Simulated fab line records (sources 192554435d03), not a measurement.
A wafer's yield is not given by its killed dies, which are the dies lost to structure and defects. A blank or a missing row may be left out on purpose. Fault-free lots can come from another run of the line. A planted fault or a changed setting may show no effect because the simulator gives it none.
Matching of chambers -- flow n5-finfet -- rie-diel-06 running N5_BEOL_M8_STRIP_19: 4 sister chambers
The step strips in O2. 8 wafers are shown with their chamber, then 11 later ones without.

## EACH WAFER AND ITS CHAMBER
wafer,chamber,drypump-motor-current-A (A),throttle-valve-pct (%)
L085.5,0,5.8,16.50
L088.1,2,5.4,17.13
L088.2,0,5.7,16.50
L088.3,1,5.0,16.43
L088.4,3,6.4,16.95
L088.5,1,5.0,16.43
L088.6,2,5.4,17.12
L090.1,3,6.4,16.95

## WAFERS MISSING THEIR CHAMBER
wafer,drypump-motor-current-A (A),throttle-valve-pct (%)
L090.2,5.5,17.12
L090.3,5.7,16.51
L089.1,5.5,17.14
L089.2,6.4,16.96
L089.4,5.0,16.46
L092.1,6.4,16.97
L092.2,5.7,16.51
L092.3,5.5,17.13
L092.4,5.0,16.44
L092.5,5.4,17.13
L092.6,5.0,16.46

## WHICH CHAMBER EACH ONE RAN IN
wafer,from the rows above,in truth
L090.2,2,2
L090.3,0,0
L089.1,2,2
L089.2,3,3
L089.4,1,1
L092.1,3,3
L092.2,0,0
L092.3,2,2
L092.4,1,1
L092.5,2,2
L092.6,1,1
Correctly placed: 11 of 11. From these rows, 0 cannot be placed. Wrongly placed: 0.
How it was worked out, from the rows above alone: a wafer's distance from a chamber is the root of the sum, over the readings, of the square of ((its reading less the chamber's mean) divided by the reading's scatter). The wafer belongs to the nearest chamber; if the next one is less than 2 further off, it can't be placed. Each chamber's mean is taken over the wafers shown for it. How the scatter is found: for the shown wafers, subtract from each reading the mean of its chamber, square and add these, divide the total by (wafers less chambers), then take the root.
